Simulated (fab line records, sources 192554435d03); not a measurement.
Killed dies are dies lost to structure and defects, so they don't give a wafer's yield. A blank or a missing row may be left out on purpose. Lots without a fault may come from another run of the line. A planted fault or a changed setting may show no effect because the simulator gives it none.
Chamber matching | flow n5_finfet | N5_BEOL_M14_STRIP_37 on rie_diel-03: 4 sister chambers
The step strips in O2. 16 wafers are shown with their chamber, then 8 later ones without.

WAFERS WITH THEIR CHAMBER
wafer  | chamber | showerhead_plenum_p_Torr (Torr) | throttle_valve_pct (%) | oes_product_au (a.u.)
L074.1 | 0       | 2.03                            | 16.77                  | 0.80
L074.3 | 2       | 2.01                            | 16.79                  | 0.71
L074.6 | 3       | 2.04                            | 16.55                  | 0.86
L076.1 | 2       | 2.00                            | 16.79                  | 0.73
L076.4 | 0       | 2.03                            | 16.81                  | 0.78
L076.6 | 1       | 2.16                            | 16.82                  | 0.93
L081.3 | 2       | 2.00                            | 16.81                  | 0.70
L081.5 | 3       | 2.03                            | 16.63                  | 0.85
L081.6 | 0       | 2.03                            | 16.81                  | 0.77
L078.1 | 1       | 2.16                            | 16.81                  | 0.87
L078.2 | 0       | 2.03                            | 16.78                  | 0.78
L078.5 | 2       | 2.00                            | 16.83                  | 0.70
L083.2 | 3       | 2.03                            | 16.60                  | 0.83
L083.3 | 1       | 2.16                            | 16.83                  | 0.88
L083.4 | 2       | 2.00                            | 16.85                  | 0.70
L086.1 | 2       | 2.00                            | 16.84                  | 0.69

SIGNATURES (means of the wafers above)
reading                  | chamber 0 | chamber 1 | chamber 2 | chamber 3 | scatter within a chamber
showerhead_plenum_p_Torr | 2.0300    | 2.1600    | 2.0017    | 2.0333    | 0.00354
throttle_valve_pct       | 16.7925   | 16.8200   | 16.8183   | 16.5933   | 0.0259
oes_product_au           | 0.7825    | 0.8933    | 0.7050    | 0.8467    | 0.0182
Rule: a wafer's distance from a chamber is the root of the sum, over the readings, of the square of ((its reading less the chamber's mean) divided by the reading's scatter). The wafer belongs to the nearest chamber; if the next one is less than 2 further off, it can't be placed. The scatter: the root of (the sum of the squares of (reading less its chamber's mean) over the shown wafers, divided by (wafers less chambers)).

WAFERS WITHOUT THEIR CHAMBER
wafer  | showerhead_plenum_p_Torr (Torr) | throttle_valve_pct (%) | oes_product_au (a.u.)
L086.2 | 2.03                            | 16.62                  | 0.81
L086.4 | 2.02                            | 16.82                  | 0.75
L092.1 | 1.99                            | 16.85                  | 0.68
L092.2 | 2.15                            | 16.89                  | 0.83
L092.4 | 2.02                            | 16.65                  | 0.82
L094.3 | 1.99                            | 16.89                  | 0.67
L094.4 | 2.02                            | 16.86                  | 0.77
L094.5 | 1.99                            | 16.88                  | 0.68

WHICH CHAMBER EACH WENT THROUGH
wafer  | from the rows above     | in truth
L086.2 | 3                       | 3
L086.4 | 0                       | 0
L092.1 | 2                       | 2
L092.2 | 1                       | 1
L092.4 | can't be placed: 3 or 0 | 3
L094.3 | 2                       | 2
L094.4 | 0                       | 0
L094.5 | 2                       | 2
Placed correctly: 7 of 8. Can't be placed from these rows: 1 (the true chamber is among the candidates in 1). Placed wrongly: 0.
